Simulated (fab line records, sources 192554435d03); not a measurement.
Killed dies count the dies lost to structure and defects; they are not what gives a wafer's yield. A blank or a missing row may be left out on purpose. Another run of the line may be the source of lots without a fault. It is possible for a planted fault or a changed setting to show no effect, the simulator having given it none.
Matching of chambers | flow n5_finfet | N5_BEOL_M7_CURE_74 on uv_cure-02 has 3 sister chambers
The step cures SiCOH lowk, time 240 s. 3 wafers are shown with their chamber, then 7 later ones without.

## WAFERS PAIRED WITH THEIR CHAMBERS
wafer  | chamber | wafer_temp_C_max
L087.5 | 1       | 386.4
L088.6 | 0       | 387.0
L092.5 | 2       | 387.9

## WAFERS MISSING THEIR CHAMBER
wafer  | wafer_temp_C_max
L092.6 | 388.2
L095.1 | 385.7
L095.4 | 385.8
L095.5 | 386.7
L095.2 | 386.2
L095.3 | 385.9
L095.6 | 386.2

## EACH ONE'S CHAMBER
wafer  | from the rows above     | in truth
L092.6 | 2                       | 2
L095.1 | can't be placed: 1 or 0 | 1
L095.4 | can't be placed: 1 or 0 | 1
L095.5 | can't be placed: 0 or 1 | 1
L095.2 | can't be placed: 1 or 0 | 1
L095.3 | can't be placed: 1 or 0 | 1
L095.6 | can't be placed: 1 or 0 | 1
Placed correctly: 1 of 7. Unplaceable from these rows: 6, with the true chamber sitting among the candidates in 6. 0 placed wrongly.
How it was worked out, from the rows above alone: a wafer's distance from a chamber is the root of the sum, over the readings, of the square of ((its reading less the chamber's mean) divided by the reading's scatter). The wafer belongs to the nearest chamber; if the next one is less than 2 further off, it can't be placed. For every chamber, the mean is computed from those of its wafers that are shown. The scatter: with one shown wafer a chamber, the root of the mean of the squares of how far each hidden wafer lies from its nearest shown one.
